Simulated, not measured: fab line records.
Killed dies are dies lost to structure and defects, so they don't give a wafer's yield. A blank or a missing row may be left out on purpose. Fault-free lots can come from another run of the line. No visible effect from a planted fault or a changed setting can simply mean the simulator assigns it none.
Split-lot trial + flow n5_finfet + route with 1938 steps; 7 lots, 39 wafers read

## SPLIT DETAILS
At N5_HKMG_FIN_ETCH_35 (etches SOC in N2/H2, target depth 215.8 nm, time 243.4 s), the setting time_s was moved away from the recipe's 243.4 s on 18 of the 39 wafers read, by -21.8% to +21.5%. All remaining wafers had this setting at the recipe value.

The reading comes from the split's own step.

## THE READING
HKMG_FIN.feature_depth_nm (the simulator's own value, which no gauge read), in nm, at N5_HKMG_FIN_ETCH_35 (etches SOC in N2/H2, target depth 215.8 nm, time 243.4 s). The file gives no usual value for it. The 21 wafers here that ran the recipe average 215.6 nm, standard deviation 5.5 nm.

| wafer  | tool, chamber at the split | time_s as run, s | against the recipe | HKMG_FIN.feature_depth_nm, nm | against lot-mates on the recipe |
|--------|----------------------------|------------------|--------------------|-------------------------------|---------------------------------|
| L074.1 | rie_diel-04, 0             | 285.8            | +17.4%             | 248.8                         | +36.1                           |
| L074.2 | rie_diel-04, 2             | 243.4            | recipe             | 210.2                         | -                               |
| L074.3 | rie_diel-04, 1             | 285.8            | +17.4%             | 255.8                         | +43.1                           |
| L074.4 | rie_diel-04, 3             | 243.4            | recipe             | 214                           | -                               |
| L074.5 | rie_diel-04, 2             | 285.8            | +17.4%             | 246.2                         | +33.5                           |
| L074.6 | rie_diel-04, 3             | 243.4            | recipe             | 214                           | -                               |
| L076.1 | rie_diel-01, 0             | 243.4            | recipe             | 218                           | -                               |
| L076.2 | rie_diel-01, 2             | 190.4            | -21.8%             | 171.8                         | -44.7                           |
| L076.3 | rie_diel-01, 3             | 243.4            | recipe             | 212.4                         | -                               |
| L076.4 | rie_diel-01, 1             | 190.4            | -21.8%             | 164.8                         | -51.7                           |
| L076.5 | rie_diel-01, 3             | 190.4            | -21.8%             | 167.6                         | -48.9                           |
| L076.6 | rie_diel-01, 2             | 243.4            | recipe             | 219.2                         | -                               |
| L077.1 | rie_diel-01, 1             | 295.8            | +21.5%             | 251.2                         | +35.1                           |
| L077.2 | rie_diel-01, 3             | 295.8            | +21.5%             | 257.6                         | +41.5                           |
| L077.3 | rie_diel-01, 0             | 243.4            | recipe             | 218                           | -                               |
| L077.4 | rie_diel-01, 2             | 243.4            | recipe             | 219.2                         | -                               |
| L077.5 | rie_diel-01, 0             | 295.8            | +21.5%             | 265.8                         | +49.7                           |
| L077.6 | rie_diel-01, 3             | 243.4            | recipe             | 211                           | -                               |
| L078.1 | rie_diel-05, 0             | 243.4            | recipe             | 223.4                         | -                               |
| L078.3 | rie_diel-05, 2             | 243.4            | recipe             | 201.2                         | -                               |
| L078.4 | rie_diel-05, 0             | 243.4            | recipe             | 222.2                         | -                               |
| L085.1 | rie_diel-01, 3             | 243.4            | recipe             | 213.6                         | -                               |
| L085.2 | rie_diel-01, 2             | 243.4            | recipe             | 216.2                         | -                               |
| L085.3 | rie_diel-01, 0             | 263.8            | +8.4%              | 229.8                         | +17.9                           |
| L085.4 | rie_diel-01, 1             | 243.4            | recipe             | 206                           | -                               |
| L085.5 | rie_diel-01, 0             | 263.8            | +8.4%              | 230.6                         | +18.7                           |
| L085.6 | rie_diel-01, 1             | 263.8            | +8.4%              | 224.8                         | +12.9                           |
| L088.1 | rie_diel-04, 2             | 216.8            | -10.9%             | 192.2                         | -27.4                           |
| L088.2 | rie_diel-04, 1             | 243.4            | recipe             | 215.6                         | -                               |
| L088.3 | rie_diel-04, 3             | 243.4            | recipe             | 221.2                         | -                               |
| L088.4 | rie_diel-04, 0             | 216.8            | -10.9%             | 185.4                         | -34.2                           |
| L088.5 | rie_diel-04, 3             | 243.4            | recipe             | 222                           | -                               |
| L088.6 | rie_diel-04, 0             | 216.8            | -10.9%             | 184.8                         | -34.8                           |
| L090.1 | rie_diel-04, 1             | 243.4            | recipe             | 214.2                         | -                               |
| L090.2 | rie_diel-04, 3             | 275              | +13.0%             | 248.8                         | +32.4                           |
| L090.3 | rie_diel-04, 0             | 275              | +13.0%             | 234.8                         | +18.4                           |
| L090.4 | rie_diel-04, 1             | 243.4            | recipe             | 213                           | -                               |
| L090.5 | rie_diel-04, 3             | 243.4            | recipe             | 222                           | -                               |
| L090.6 | rie_diel-04, 0             | 275              | +13.0%             | 234.2                         | +17.8                           |

THE FIT
A straight line over all 39 wafers: HKMG_FIN.feature_depth_nm changes by +2.08 nm for each +1% of time_s; r = +0.97; the points scatter about the line by 5.5 nm.
The same after taking each lot's own level away (the mean of its wafers on the recipe; 39 wafers): +2.16 nm for each +1%; r = +0.97; scatter 5.6 nm.
According to that fit, moving time_s by its largest amount changes the reading by 47 nm.
From 211.93 to 219.60 nm: that is the span of the lots' own levels, equal to 1.4 times the standard deviation above.
So the lot-to-lot level changes the slope little: the two slopes agree.
Check: -49.2 nm against its lot-mates is what the line predicts for one of the wafers moved furthest among these (-21.8%) when that wafer is left out of the fit. Against them it came out at -44.7 nm.

## ADDITIONAL SPLITS CARRIED BY THESE WAFERS
Before the reading, these wafers also passed through other splits. Each is held against what the fit with the lots' levels taken away leaves over:
| other split on the same wafers               | wafers away from the commonest value | r with HKMG_FIN.feature_depth_nm (lot level and that fit taken away) |
|----------------------------------------------|--------------------------------------|----------------------------------------------------------------------|
| N5_WELL_APT_IMPLANT_32 energy_kev            | 12                                   | +0.04                                                                |
| N5_STI_FIN_REVEAL_ETCHBACK_08 target_depth_a | 18                                   | -0.17                                                                |
| N5_STI_FIN_REVEAL_OXIDATION_31 time_s        | 9                                    | +0.03                                                                |
| N5_DUMMY_GATE_EXPOSE_12 dose_mj              | 18                                   | -0.07                                                                |
| N5_DUMMY_GATE_ETCH_32 time_s                 | 9                                    | -0.14                                                                |

## THE WHOLE CHAIN: every reading that the file lists as answering this split, in the file's order
| step                | what it does                                             | reading                                                                         | change (the file's fit)              | r (the file's) |
|---------------------|----------------------------------------------------------|---------------------------------------------------------------------------------|--------------------------------------|----------------|
| N5_HKMG_FIN_ETCH_35 | etches SOC in N2/H2, target depth 215.8 nm, time 243.4 s | SOC_of_HKMG_FIN_COAT_29.thk_nm (the simulator's own value, which no gauge read) | -2.13 nm for each +1% of the setting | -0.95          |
| N5_HKMG_FIN_ETCH_35 | etches SOC in N2/H2, target depth 215.8 nm, time 243.4 s | etch.depth_nm (the simulator's own value, which no gauge read)                  | +2.13 nm for each +1% of the setting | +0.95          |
| N5_HKMG_FIN_ETCH_35 | etches SOC in N2/H2, target depth 215.8 nm, time 243.4 s | HKMG_FIN.feature_depth_nm (the simulator's own value, which no gauge read)      | +2.13 nm for each +1% of the setting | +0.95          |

## FILE'S OWN FIT
HKMG_FIN.feature_depth_nm changes by +2.13 nm for each +1% of time_s, r = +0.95.
